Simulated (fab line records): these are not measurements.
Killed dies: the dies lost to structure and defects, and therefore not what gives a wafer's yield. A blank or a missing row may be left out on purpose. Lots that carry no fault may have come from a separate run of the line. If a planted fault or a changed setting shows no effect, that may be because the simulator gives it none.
fab line records	flow nandHarc
record: lots: 11	wafers: 33	lastDay: 33
route steps=1302 shown A_CONTACT@1082
lots with no fault: from the same line, run without faults
startH: hours from the record's first day to the start of the lot's first wafer shown	waitH: time in hours since the lot's previous step	" same as the row above	L1.1+2: a single row standing in for several wafers	- either no value or no given start	* or withheld: withheld	< > ~ a bound
route shown NAME@n: a module of which the file shows steps, and the number in the route of the first	usual: mean and standard deviation over wafers with no fault	same: alike in all rows	chamber/n: place in a boat	sites: per-site readings	_std_site: standard deviation across them	_edge_site: the outer-site mean with the inner-site mean subtracted	radiusMm: for every site, how far away it sits from the centre of the wafer	mask NAME#n: copy n	behind: the tool/chamber that last shaped the wafer	hold: what put the lot on hold/how long, in hours/how the hold closed	device: which transistor (n, p or np) failed to switch	end of line: the same wafers' tests at the end of the route	a step with no rows: only its recipe	killed: dies that structure and defects cost at the first sort, which is not the same as the wafer's yield	map: a wafer's dies, marking killed ones x, the rest . and places with no die _
set.NAME: the setting as run; set.NAME@STEP: as run at that earlier step	model.NAME: the simulator's own value behind a step, which no gauge read
one table for each step of the route and one row for each wafer, over a sample of lots
services: from which hour (startH, from the record's first day; less than 0 if before it) a tool's chamber was out of use, for how many hours, and why
== steps ==
step: NHARC_A_CONTACT_ETCH_88
recipe: targetDepthA: 390	overEtchFrac: 0.3	timeS: 65	ionEnergyEv: 80	cf4FlowSccm: 150	arFlowSccm: 0	rfW: 300	biasW: 100	chemistry: CF4
usual: biasW: 99.9/0.31	drypumpMotorCurrentA: 5.7/0.54	oesProductAu: 0.998/0.0095	rfVppV: 151.3/1	showerheadPlenumPTorr: 1.78/0.065	throttleValvePct: 13.283/0.009
lot.wafer	tool	chamber	startH	waitH	biasW	drypumpMotorCurrentA	oesProductAu	rfHoursCounterH	rfVppV	showerheadPlenumPTorr	throttleValvePct
L162.3	rieDiel-04	3	503.10	0.1	99.7	5.3	1.006	43	150.9	1.81	13.282
L162.4	"	1	"	"	100.1	4.8	1.005	42	150.7	1.68	13.283
L162.6	"	3	"	"	100.0	5.3	0.996	-	151.3	1.81	13.280
L168.1	rieDiel-08	0	557.20	0.1	100.4	5.3	1.015	0	151.7	1.86	13.283
L168.4	"	3	"	"	99.8	5.7	0.990	0	151.1	1.72	13.284
L168.5	"	0	"	"	99.8	5.3	1.008	-	150.0	1.86	13.289
L169.2	rieDiel-04	3	572.48	0.1	99.8	5.3	1.002	9	151.6	1.81	13.280
L169.1	"	0	"	"	99.7	5.8	0.999	14	152.4	1.76	13.286
L169.4	"	1	"	"	100.0	4.8	1.002	11	149.0	1.68	13.277
L172.1	rieDiel-08	0	601.93	0.1	99.9	5.3	1.005	13	152.0	1.85	13.303
L172.5	"	0	"	"	99.7	5.3	1.003	-	151.9	1.85	13.281
L172.6	"	1	"	"	99.7	6.0	0.998	-	151.2	1.89	13.291
L177.3	rieDiel-09	0	636.43	0.1	99.9	6.4	0.993	19	151.3	1.82	13.287
L177.2	"	1	"	"	99.9	6.5	0.995	19	150.7	1.72	13.304
L177.5	"	3	"	"	100.2	5.5	0.995	-	150.6	1.82	13.289
L178.1	rieDiel-09	0	684.19	0.1	99.5	6.3	0.979	0	152.2	1.82	13.276
L178.2	"	1	"	"	99.7	6.6	0.999	0	150.8	1.72	13.277
L178.6	"	3	"	"	99.8	5.5	1.001	-	151.6	1.82	13.293
L182.1	rieDiel-04	2	700.89	0.1	99.6	5.8	0.999	53	153.0	1.85	13.289
L182.3	"	3	"	"	99.6	5.3	1.007	45	151.0	1.80	13.281
L182.4	"	0	"	"	99.6	5.8	1.018	56	150.1	1.74	13.283
L180.4	rieDiel-08	3	705.53	0.1	100.2	5.7	1.003	48	150.5	1.70	13.281
L180.6	"	1	"	"	100.6	6.0	0.995	-	152.1	1.88	13.299
L180.5	"	2	"	"	99.8	5.4	1.006	-	151.1	1.67	13.290
L181.4	rieDiel-09	0	706.31	0.1	99.9	6.4	0.972	5	152.7	1.82	13.286
L181.6	"	3	"	"	99.6	5.5	0.978	-	151.8	1.82	13.276
L181.5	"	0	"	"	99.5	6.4	0.971	-	151.6	1.82	13.274
L183.1	rieDiel-08	0	717.09	0.1	99.5	5.3	0.997	48	151.5	1.84	13.296
L183.2	"	1	"	"	100.5	6.0	1.003	54	152.5	1.88	13.273
L183.6	"	0	"	"	100.2	5.3	0.992	-	151.9	1.84	13.283
L185.1	rieDiel-09	3	733.50	0.1	100.0	5.5	1.000	11	151.8	1.82	13.278
L185.2	"	0	"	"	100.0	6.4	0.986	10	152.3	1.82	13.297
L185.5	"	2	"	"	100.0	5.1	0.999	-	149.9	1.73	13.283
step: NHARC_A_CONTACT_ETCH_31
recipe: targetDepthA: 28000	overEtchFrac: 0.3	timeS: 728	ionEnergyEv: 150	o2FlowSccm: 400	cosFlowSccm: 20	arFlowSccm: 0	rfW: 500	biasW: 300	chemistry: O2/COS
usual: biasW: 300.1/0.93	drypumpMotorCurrentA: 5.7/0.52	oesProductAu: 0.998/0.009	rfVppV: 314.2/1.9	showerheadPlenumPTorr: 3.13/0.11	throttleValvePct: 28.331/0.0099
lot.wafer	tool	chamber	startH	waitH	biasW	drypumpMotorCurrentA	oesProductAu	rfHoursCounterH	rfVppV	showerheadPlenumPTorr	throttleValvePct
L162.3	rieDiel-04	3	-	-	299.6	5.3	1.008	43	314.8	3.20	28.328
L162.4	"	0	"	"	301.0	5.9	0.989	42	314.3	3.11	28.326
L162.6	"	3	"	"	300.9	5.3	1.010	-	314.4	3.20	28.327
L168.4	rieDiel-08	0	-	-	299.4	5.3	1.011	0	316.5	3.28	28.336
L168.1	"	1	"	"	300.8	6.0	0.996	0	316.9	3.34	28.316
L168.5	"	3	"	"	302.1	5.7	1.007	-	311.6	3.03	28.328
L169.1	rieDiel-04	1	-	-	301.5	4.8	1.017	12	312.0	2.96	28.324
L169.2	"	2	"	"	299.2	5.8	1.001	12	316.6	3.29	28.322
L169.4	"	3	"	"	300.4	5.3	1.005	9	314.8	3.19	28.333
L172.1	rieDiel-08	3	-	-	300.1	5.7	0.984	14	312.4	3.02	28.309
L172.6	"	2	"	"	299.3	5.4	1.007	-	312.7	2.97	28.327
L172.5	"	3	"	"	301.3	5.7	0.990	-	311.8	3.02	28.336
L177.3	rieDiel-09	3	-	-	299.4	5.5	0.996	22	315.6	3.21	28.317
L177.2	"	1	"	"	300.8	6.5	1.014	20	312.6	3.04	28.338
L177.5	"	3	"	"	299.7	5.5	1.003	-	315.4	3.21	28.314
L178.1	rieDiel-09	0	-	-	299.6	6.4	0.989	0	317.2	3.22	28.334
L178.2	"	1	"	"	298.7	6.6	0.987	0	313.4	3.04	28.324
L178.6	"	3	"	"	299.7	5.5	1.002	-	315.0	3.21	28.317
L182.1	rieDiel-04	1	-	-	300.1	4.8	1.003	59	311.3	2.94	28.330
L182.3	"	2	"	"	301.1	5.9	0.993	53	316.4	3.27	28.345
L182.4	"	3	"	"	298.3	5.3	1.003	45	315.1	3.17	28.330
L180.4	rieDiel-08	3	-	-	300.6	5.7	1.009	48	312.2	3.00	28.331
L180.5	"	3	"	"	300.9	5.7	1.008	-	312.2	3.00	28.338
L180.6	"	0	"	"	301.0	5.3	0.991	-	317.0	3.26	28.334
L181.4	rieDiel-09	0	-	-	300.3	6.4	0.982	5	314.9	3.22	28.326
L181.6	"	0	"	"	299.2	6.4	0.983	-	314.9	3.22	28.356
L181.5	"	1	"	"	300.5	6.6	0.975	-	312.6	3.03	28.329
L183.1	rieDiel-08	2	-	-	299.9	5.5	1.002	58	311.3	2.95	28.341
L183.2	"	3	"	"	300.1	5.7	1.016	59	311.8	3.00	28.328
L183.6	"	2	"	"	299.0	5.5	0.996	-	309.7	2.95	28.343
L185.1	rieDiel-09	0	-	-	301.2	6.4	0.987	11	315.3	3.21	28.342
L185.2	"	2	"	"	299.4	5.1	1.007	9	311.8	3.05	28.336
L185.5	"	0	"	"	301.3	6.4	0.986	-	314.9	3.21	28.338
step: NHARC_A_CONTACT_ETCH_134
recipe: sourceW: withheld	pressureMtorr: 20	biasV: withheld	timeS: 140	targetDepthA: 7000	arFlowSccm: withheld	c4f8FlowSccm: withheld	o2FlowSccm: withheld	chemistry: C4F8/O2/Ar
lot.wafer	tool	chamber	startH	waitH	rfHoursCounterH
L162.4	harCapEtch-02	0	504.22	-	-
L162.3	"	1	"	"	-
L162.6	"	0	"	"	-
L168.1	harCapEtch-01	0	558.28	-	7
L168.4	"	0	"	"	-
L168.5	"	0	"	"	-
L169.2	harCapEtch-02	1	573.52	-	100
L169.1	"	0	"	"	100
L169.4	"	1	"	"	-
L172.1	harCapEtch-03	0	603.49	-	60
L172.5	"	1	"	"	-
L172.6	"	0	"	"	-
L177.2	harCapEtch-01	0	637.50	-	22
L177.3	"	0	"	"	-
L177.5	"	0	"	"	-
L178.1	harCapEtch-03	1	685.22	-	72
L178.2	"	0	"	"	72
L178.6	"	0	"	"	-
L182.1	harCapEtch-01	1	701.96	-	32
L182.4	"	0	"	"	-
L182.3	"	1	"	"	-
L180.4	harCapEtch-01	0	706.66	-	-
L180.5	"	1	"	"	-
L180.6	"	0	"	"	-
L181.4	harCapEtch-03	0	707.41	-	-
L181.6	"	0	"	"	-
L181.5	"	1	"	"	-
L183.1	harCapEtch-01	1	720.93	-	36
L183.2	"	0	"	"	36
L183.6	"	0	"	"	-
L185.1	harCapEtch-01	0	734.73	-	37
L185.2	"	1	"	"	37
L185.5	"	0	"	"	-
step: NHARC_A_CONTACT_ETCH_92
recipe: targetDepthA: 400	overEtchFrac: 0.5	timeS: 85.7	ionEnergyEv: 120	ch3fFlowSccm: 50	o2FlowSccm: 30	arFlowSccm: 200	rfW: 500	biasW: 100	chemistry: CH3F/O2
usual: biasW: 100.00/0.3	drypumpMotorCurrentA: 5.7/0.52	oesProductAu: 0.927/0.017	rfVppV: 244.5/1.6	showerheadPlenumPTorr: 2.47/0.094	throttleValvePct: 20.663/0.0098
lot.wafer	tool	chamber	startH	waitH	biasW	drypumpMotorCurrentA	oesProductAu	rfHoursCounterH	rfVppV	showerheadPlenumPTorr	throttleValvePct
L162.4	rieDiel-08	0	506.33	0.4	100.08	5.3	0.928	42	246.4	2.59	20.663
L162.3	"	1	"	"	100.15	6.0	0.917	40	246.0	2.64	20.659
L162.6	"	3	"	"	100.08	5.7	0.913	-	243.4	2.39	20.652
L168.4	rieDiel-09	2	560.10	0.4	100.21	5.1	0.930	8	243.9	2.41	20.671
L168.1	"	3	"	"	99.75	5.4	0.927	8	246.2	2.54	20.668
L168.5	"	3	"	"	99.77	5.4	0.925	-	246.9	2.54	20.656
L169.2	rieDiel-09	2	575.39	0.5	100.01	5.1	0.929	11	243.9	2.41	20.685
L169.4	"	3	"	"	99.97	5.4	0.923	10	244.7	2.54	20.664
L169.1	"	0	"	"	100.24	6.4	0.736	12	245.4	2.54	20.676
L172.1	rieDiel-09	3	605.35	0.5	99.91	5.4	0.925	18	246.0	2.53	20.664
L172.5	"	0	"	"	99.64	6.4	0.732	-	245.3	2.54	20.668
L172.6	"	1	"	"	100.00	6.5	0.927	-	245.0	2.39	20.662
L177.3	rieDiel-08	2	639.33	0.4	100.37	5.5	0.928	26	240.6	2.33	20.660
L177.2	"	3	"	"	99.81	5.7	0.928	27	243.4	2.37	20.676
L177.5	"	0	"	"	100.02	5.3	0.938	-	245.6	2.58	20.661
L178.2	rieDiel-09	3	687.60	0.5	99.81	5.5	0.927	1	246.7	2.53	20.666
L178.1	"	2	"	"	100.05	5.1	0.921	1	242.4	2.41	20.660
L178.6	"	3	"	"	99.85	5.4	0.919	-	245.6	2.53	20.672
L182.3	rieDiel-09	1	703.77	0.4	99.98	6.6	0.909	3	241.8	2.39	20.658
L182.4	"	2	"	"	100.28	5.1	0.915	3	243.3	2.40	20.685
L182.1	"	0	"	"	100.48	6.3	0.911	4	244.9	2.53	20.653
L180.4	rieDiel-09	0	708.41	0.4	99.92	6.3	0.928	6	244.8	2.53	20.661
L180.5	"	0	"	"	100.18	6.4	0.917	-	245.2	2.53	20.666
L180.6	"	1	"	"	99.87	6.5	0.911	-	244.5	2.39	20.649
L181.4	rieDiel-09	1	709.23	0.5	99.50	6.6	0.914	5	242.6	2.39	20.668
L181.5	"	2	"	"	99.56	5.1	0.923	-	243.0	2.40	20.651
L181.6	"	3	"	"	100.06	5.5	0.928	-	246.0	2.53	20.655
L183.2	rieDiel-09	2	722.77	0.5	100.17	5.1	0.924	7	244.5	2.40	20.679
L183.1	"	3	"	"	100.29	5.5	0.920	8	246.1	2.53	20.667
L183.6	"	2	"	"	100.23	5.1	0.916	-	241.3	2.40	20.662
L185.2	rieDiel-09	2	736.57	0.5	99.34	5.1	0.932	10	242.2	2.40	20.653
L185.1	"	0	"	"	99.78	6.3	0.920	11	245.7	2.53	20.661
L185.5	"	3	"	"	99.95	5.4	0.923	-	246.2	2.53	20.651
== services ==
tool	chamber	startH	hours	kind
harCapEtch-01	-	497.00	17.0	pm
rieDiel-09	2	497.25	9.1	repair
rieDiel-09	-	497.34	9.0	pm
rieDiel-09	0	497.34	9.0	ventCycle
rieDiel-09	1	497.34	9.0	ventCycle
rieDiel-09	3	497.34	9.0	ventCycle
rieDiel-09	0	506.34	-	clean
rieDiel-09	1	506.34	-	clean
rieDiel-04	-	533.20	9.0	pm
rieDiel-04	2	556.72	1.8	repair
rieDiel-09	0	581.81	9.6	repair
rieDiel-09	1	587.72	7.1	repair
rieDiel-08	0	589.91	4.2	repair
harCapEtch-03	-	615.84	2.5	repair
rieDiel-08	0	648.43	6.6	repair
harCapEtch-03	-	672.17	0.1	repair
harCapEtch-02	-	672.76	0.7	repair
rieDiel-09	-	674.34	9.0	pm
rieDiel-04	-	682.47	1.1	repair
rieDiel-04	3	695.41	1.6	repair
harCapEtch-01	-	698.50	0.9	repair
rieDiel-04	-	710.20	9.0	pm
rieDiel-08	0	721.57	8.7	repair
rieDiel-08	-	721.93	9.0	pm
== key ==
firstSign: step: NHARC_A_CONTACT_ETCH_92	reading: oesProductAu	direction: down	sigmas: 11	usual: 0.927	struck: 0.734
effect none on later readings
metAt NHARC_A_CONTACT_ETCH_92
struckLots L169,L172
struckWafers L169.1,L172.5
testerLeftOut L169,L172
notActingAt NHARC_A_CONTACT_ETCH_88,NHARC_A_CONTACT_ETCH_31,NHARC_A_CONTACT_ETCH_134
fault: kind: processParameterDrift	tool: rieDiel-09	chamber: 0	onsetH: 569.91	steps: NHARC_A_CONTACT_ETCH_92	channel: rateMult	offset: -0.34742	shape: step	endH: 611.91
testerLeftOut: of these lots the tester's yield and bins aren't shown, on N5 and GAA mostly nor the transistor test; their killed dies are dies lost to structure and defects alone, not to doping, threshold or leakage, so they don't give the yield
